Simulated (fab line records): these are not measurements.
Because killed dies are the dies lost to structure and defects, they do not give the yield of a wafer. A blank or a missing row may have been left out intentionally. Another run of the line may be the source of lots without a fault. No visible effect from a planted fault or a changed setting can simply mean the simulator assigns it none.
A struck lot beside a sound one :: flow nand harc :: 15 steps out of a route of 1302
Sound: the wafers L912.2, L912.4, L912.6. Struck: wafers L919.2, L919.3, L919.5. Last of all comes the cause.
Order at every step that has rows: each side's tool, ch and its chambers, its first start. Under that, the readings that differ: sound wafers :: struck wafers :: difference of the means :: sigmas: that difference in standard deviations of wafers without a fault.
alike: a reading whose means differ by less than 2 such deviations, as well as words and numbers matching on both sides. not compared: withheld readings; readings where some wafer has no value; bounds like >300 that might hide an equal value; numbers whose values overlap and for which the record gives no deviation.
Wherever a step has rows on one side only, a row that says differs or no value, or a row with sigmas, the two part there. Numbers that have no deviation but don't overlap get no sigmas and don't part them. Lack of a reading on every wafer of one side parts them only where that side has two or more wafers.

NHARC_P_M1_DESCUM_14: chemistry O2, time 3 s.
  sound on rie diel-09 ch 1,2, day 8 15:59; struck on rie diel-05 ch 0,1,2, day 11 12:19
  alike: drypump motor current A, oes product au, rf vpp V, showerhead plenum p Torr, throttle valve pct
  not compared: rf hours counter h
NHARC_P_M1_ETCH_35: etches the open film in N2/H2, target depth 40 nm, overetch 12 nm, time 43.94 s.
  sound on rie diel-09 ch 0,2,3, day 8 16:04; struck on rie diel-05 ch 0,1,2, day 11 12:24
  alike: bias w, drypump motor current A, oes product au, rf vpp V, showerhead plenum p Torr, throttle valve pct
  not compared: rf hours counter h
then, 1 step without rows for these wafers: NHARC_P_M1_ETCH_15 (etches the open film in C4F8/Ar, target depth 182.5 nm, time 91.2 s).
NHARC_P_M1_CD_MEAS_16:
  sound on cd sem-01, day 8 16:17; struck on cd sem-02, day 11 12:37
  alike: cd nm
then, 1 step without rows for these wafers: NHARC_P_M1_STRIP_18 (strips in N2/H2).
NHARC_P_M1_ETCH_28: etches the open film in CF4/N2, target depth 30 nm, time 72.99 s.
  sound on rie diel-09 ch 0,2,3; struck on rie diel-09 ch 0,1,2
  alike: bias w, drypump motor current A, oes product au, rf vpp V, showerhead plenum p Torr, throttle valve pct
  not compared: rf hours counter h
then, 1 step without rows for these wafers: NHARC_P_M1_STRIP_19 (strips in post etch residue remover, time 600 s).
NHARC_P_M1_DEGAS_29: time 60 s.
  sound on pvd sputter-02, day 8 17:00; struck on pvd sputter-02, day 11 13:20
  alike: heater power w
then, 1 step without rows for these wafers: NHARC_P_M1_PRE_CLEAN_30 (time 30 s).
NHARC_P_M1_PVD_20: deposits TaN, target thk 5 nm, time 8.06 s.
  sound on pvd sputter-02; struck on pvd sputter-02
  alike: bias v, substrate temp c, throttle valve pct
then, 2 steps without rows for these wafers: NHARC_P_M1_PVD_21 (deposits Cu, target thk 30 nm, time 20.49 s); NHARC_P_M1_ECD_22 (material Cu, target thk 400 nm).
NHARC_P_M1_ANNEAL_31: time 90 s.
  struck on rtp anneal-01, day 11 14:07; sound on rtp anneal-02 ch 0, day 8 17:47
  no value came back on the struck wafers for anneal temp c (C), anneal temp c max, wafer_temp_C_max; on the sound wafers anneal temp c (C) reads 224.93 225.02 224.79
then, 1 step without rows for these wafers: NHARC_P_M1_CMP_23 (polishes, t overpolish 20 s, target thk 157.82 nm).
-- the record jumps here: 18 days lie between the struck wafers' starts before and after (it left off in module P_M1 and takes up again in module END, whose first step shown is number 1302 of the route) --
NHARC_END_SORT_01:
  sound on prober-01 ch 0, day 26 14:22; struck on prober-02 ch 0, day 29 11:08
reading: killed at periphery
sound: 3 3 1
struck: 24 30 30
difference: +26
sigmas: +11
  alike: defect limited yield, killed at array, killed at other, killed dies, killed open, killed short

== WHERE THEY PART ==
First at NHARC_P_M1_ANNEAL_31; last, within this record, at NHARC_END_SORT_01.

WHY: what had been put in by the simulator
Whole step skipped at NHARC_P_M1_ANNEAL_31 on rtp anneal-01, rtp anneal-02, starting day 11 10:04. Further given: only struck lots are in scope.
